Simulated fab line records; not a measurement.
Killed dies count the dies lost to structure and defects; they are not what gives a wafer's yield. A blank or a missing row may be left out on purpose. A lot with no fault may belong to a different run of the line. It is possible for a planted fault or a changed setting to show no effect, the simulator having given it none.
Struck lot and sound lot, side by side / flow nandHarc / 40 steps out of a route of 1302
Sound: these wafers, L115.2, L115.3, L115.4. Struck: wafer L126.4. At the end, the cause is stated.
Per side, at each step with rows, come the tool, then ch with its chambers, and then its first start. Under that, the readings that differ: sound wafers / struck wafers / difference of the means / sigmas: that difference in standard deviations of wafers without a fault.
alike: same words and numbers on both sides, and readings whose means sit less than 2 such deviations apart. not compared: any withheld reading, any reading some wafer has no value for, any bound like >300 that may hide the same value, and any number with overlapping values for which the record gives no deviation.
Wherever a step has rows on one side only, a row that says differs or no value, or a row with sigmas, the two part there. Numbers that have no deviation but don't overlap get no sigmas and don't part them. A reading missing from all wafers of one side parts the sides only when that side holds two or more wafers.

first, 6 steps without rows for these wafers: NHARC_P_CONTACT_COAT_06 (resist thk 90 nm); NHARC_P_CONTACT_SOFTBAKE_07 (time 55 s); NHARC_P_CONTACT_EBR_08; NHARC_P_CONTACT_EXPOSE_09 (exposes mask P CA, target cd 90 nm); NHARC_P_CONTACT_PEB_10 (peb time 65 s); NHARC_P_CONTACT_DEVELOP_11 (develop time 35 s).
NHARC_P_CONTACT_CD_MEAS_12: the cd target is 90 nm.
  sound on cdSem-02 ch 0, day 7 02:17; struck on cdSem-02 ch 0, day 12 01:44
reading=cdNm (nm); sound=90.4 91.0 90.0; struck=89.2; difference=-1.3; sigmas=-2
NHARC_P_CONTACT_OVL_MEAS_13:
  sound on overlay-02 at day 7 02:22; struck on overlay-02 at day 12 01:49
  alike: overlayXNm, overlayYNm
NHARC_P_CONTACT_INSPECT_14:
  sound on defectInspect-01 at day 7 02:24; struck on defectInspect-01 at day 12 01:50
  alike: rawDefectCount
NHARC_P_CONTACT_DESCUM_17: chemistry O2, time 3 s.
  sound on rieDiel-01 ch 1,2,3, day 7 02:28; struck on rieDiel-01 ch 0, day 12 01:55
reading=rfHoursCounterH (h); sound=7.3 7.1 5.5; struck=3.4; difference=-3.2; sigmas=
reading=throttleValvePct (%); sound=11.315 11.318 11.332; struck=11.298; difference=-0.024; sigmas=-2
  alike: drypumpMotorCurrentA, oesProductAu, rfVppV, showerheadPlenumPTorr
NHARC_P_CONTACT_ETCH_35: etches the open film in CF4, target depth 39 nm, time 65 s.
  sound on rieDiel-01 ch 1,2,3, day 7 02:34; struck on rieDiel-01 ch 3, day 12 02:00
reading=rfHoursCounterH (h); sound=7.3 5.5 7.1; struck=1.3; difference=-5.3; sigmas=
reading=throttleValvePct (%); sound=13.299 13.285 13.281; struck=13.268; difference=-0.020; sigmas=-2
  alike: drypumpMotorCurrentA, oesProductAu, rfVppV, showerheadPlenumPTorr
NHARC_P_CONTACT_ETCH_36: etches the open film in N2/H2, target depth 260 nm, time 406.25 s.
  sound: rieDiel-01 ch 0,1,3; struck: rieDiel-01 ch 3
reading=rfHoursCounterH (h); sound=7.3 7.2 5.6; struck=1.4; difference=-5.3; sigmas=
  alike: drypumpMotorCurrentA, oesProductAu, rfVppV, showerheadPlenumPTorr, throttleValvePct
NHARC_P_CONTACT_ETCH_18: etches the open film in C4F8/O2/Ar, target depth 481 nm, time 240.5 s.
  sound on rieDiel-01 ch 0,1,3, day 7 02:57; struck on rieDiel-01 ch 0, day 12 02:24
reading=rfHoursCounterH (h); sound=5.8 7.3 7.4; struck=3.6; difference=-3.2; sigmas=
  alike: oesProductAu, rfVppV
then, 2 steps without rows for these wafers: NHARC_P_CONTACT_STRIP_37 (strips in C4F8/O2/Ar); NHARC_P_CONTACT_ETCH_31 (etches the open film in CH3F/O2, target depth 30 nm, time 85.7 s).
NHARC_P_CONTACT_CD_MEAS_19:
  sound on cdSem-01 at day 7 03:20; struck on cdSem-02 at day 12 02:47
  alike: cdNm
then, 4 steps without rows for these wafers: NHARC_P_CONTACT_STRIP_28 (strips in O2); NHARC_P_CONTACT_STRIP_29 (strips in post etch residue remover, time 1200 s); NHARC_P_CONTACT_DEGAS_38 (time 60 s); NHARC_P_CONTACT_PRE_CLEAN_39 (time 19.5 s).
NHARC_P_CONTACT_PVD_32: deposits Ti, target thk 5 nm, time 17.7 s.
  sound on pvdSputter-03; struck on pvdSputter-02
reading=throttleValvePct (%); sound=29.5 29.5 29.0; struck=31.6; difference=+2.3; sigmas=+2
NHARC_P_CONTACT_ALD_22: deposits TiN, target thk 3 nm, pulse time 1 s, ald cycles 150.
  sound on aldMetal-01 ch 0,1,3, day 7 04:25; struck on aldMetal-03 ch 1, day 12 03:48
  alike: heaterPowerOuterW, heaterPowerW, precursorPulseHeightRel
then, 13 steps without rows for these wafers: NHARC_P_CONTACT_CVD_23 (deposits W, target thk 200 nm, time 557 s); NHARC_P_CONTACT_CMP_24 (polishes, t overpolish 30 s, target thk 200 nm); NHARC_P_CONTACT_SRD_26; NHARC_P_M0_DEP_00 (deposits SiOC, target thk 150 nm); NHARC_P_M0_DEHYDRATE_01 (time 120 s); NHARC_P_M0_HMDS_02 (time 30 s); NHARC_P_M0_COAT_33 (time 65 s); NHARC_P_M0_COAT_03 (resist thk 90 nm); NHARC_P_M0_SOFTBAKE_04 (time 55 s); NHARC_P_M0_EBR_05; NHARC_P_M0_EXPOSE_06 (exposes mask P M0, target cd 90 nm); NHARC_P_M0_PEB_07 (peb time 65 s); NHARC_P_M0_DEVELOP_08 (develop time 35 s).
NHARC_P_M0_CD_MEAS_09: the cd target is 90 nm.
  sound on cdSem-03 ch 0, day 7 06:43; struck on cdSem-01 ch 0, day 12 05:54
  alike: cdNm
NHARC_P_M0_OVL_MEAS_10: pitch 180 nm.
  sound on overlay-02 at day 7 06:48; struck on overlay-02 at day 12 05:59
  alike: overlayXNm, overlayYNm
NHARC_P_M0_DESCUM_14: chemistry O2, time 3 s.
  sound on rieDiel-03 ch 1,2,3, day 7 06:53; struck on rieDiel-03 ch 2, day 12 09:28
reading=hold; sound=- - -; struck=awaitDispo/3.2h/release; difference=no value on the sound wafers; sigmas=
reading=rfHoursCounterH (h); sound=4 5 5; struck=22; difference=+17; sigmas=
  alike: drypumpMotorCurrentA, oesProductAu, rfVppV, showerheadPlenumPTorr, throttleValvePct
then, 1 step without rows for these wafers: NHARC_P_M0_ETCH_34 (etches the open film in N2/H2, target depth 40 nm, overetch 12 nm, time 43.94 s).
-- break in the record here, with 18 days between the starts of the struck wafers on either side (left off in module P_M0, picked up again in module END, where the first step shown is number 1302 on the route) --
NHARC_END_SORT_01:
  sound on prober-01 ch 0, day 25 12:43; struck on prober-02 ch 0, day 30 20:17
reading=killedAtPeriphery; sound=8 3 0; struck=71; difference=+67; sigmas=+27
reading=killedDies; sound=36 28 25; struck=92; difference=+62; sigmas=+3
reading=killedOpen; sound=8 7 4; struck=1; difference=-5; sigmas=-3
  alike: killedAtArray, killedAtOther, killedShort

== WHERE THEY PART ==
First at NHARC_P_CONTACT_CD_MEAS_12; last, within this record, at NHARC_END_SORT_01.

WHY: what had been put in by the simulator
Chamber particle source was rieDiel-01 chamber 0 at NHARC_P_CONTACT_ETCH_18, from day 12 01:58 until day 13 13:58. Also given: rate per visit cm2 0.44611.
